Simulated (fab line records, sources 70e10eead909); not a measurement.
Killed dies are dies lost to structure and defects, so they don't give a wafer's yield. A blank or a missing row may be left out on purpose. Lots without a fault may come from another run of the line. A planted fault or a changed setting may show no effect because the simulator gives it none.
Chamber matching | flow nand_harc | NHARC_P_M2_CMP_23 on cmp-02: 4 sister chambers
The step polishes, t overpolish 20 s, target thk 144.3 nm. 8 wafers are shown with their chamber, then 9 later ones without.

WAFERS WITH THEIR CHAMBER
wafer  | chamber | motor_current_A (A) | time_to_endpoint_s (s)
L455.2 | 2       | 9.8                 | 24.2
L455.5 | 1       | 9.5                 | 25.8
L455.6 | 0       | 10.8                | 26.8
L456.5 | 3       | 12.1                | 24.1
L456.6 | 0       | 11.1                | 23.8
L457.2 | 1       | 10.2                | 29.6
L457.5 | 3       | 11.8                | 26.1
L457.6 | 2       | 10.1                | 26.3

WAFERS WITHOUT THEIR CHAMBER
wafer  | motor_current_A (A) | time_to_endpoint_s (s)
L467.3 | 9.7                 | 32.4
L467.5 | 11.5                | 30.9
L467.6 | 11.2                | 35.2
L472.2 | 9.2                 | 30.8
L472.4 | 10.4                | 28.9
L472.5 | 10.9                | 31.4
L474.2 | 11.0                | 26.6
L474.3 | 10.4                | 29.4
L474.5 | 12.2                | 28.3

WHICH CHAMBER EACH WENT THROUGH
wafer  | from the rows above               | in truth
L467.3 | can't be placed: 1 or 2           | 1
L467.5 | can't be placed: 3 or 0           | 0
L467.6 | can't be placed: 0 or 3 or 1 or 2 | 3
L472.2 | can't be placed: 1 or 2           | 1
L472.4 | can't be placed: 1 or 2 or 0      | 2
L472.5 | can't be placed: 0 or 1 or 2 or 3 | 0
L474.2 | 0                                 | 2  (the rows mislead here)
L474.3 | can't be placed: 1 or 2 or 0      | 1
L474.5 | 3                                 | 3
Placed correctly: 1 of 9. Can't be placed from these rows: 7 (the true chamber is among the candidates in 7). Placed wrongly: 1.
How it was worked out, from the rows above alone: a wafer's distance from a chamber is the root of the sum, over the readings, of the square of ((its reading less the chamber's mean) divided by the reading's scatter). The wafer belongs to the nearest chamber; if the next one is less than 2 further off, it can't be placed. A chamber's mean is the mean of its shown wafers. The scatter: the root of (the sum of the squares of (reading less its chamber's mean) over the shown wafers, divided by (wafers less chambers)).
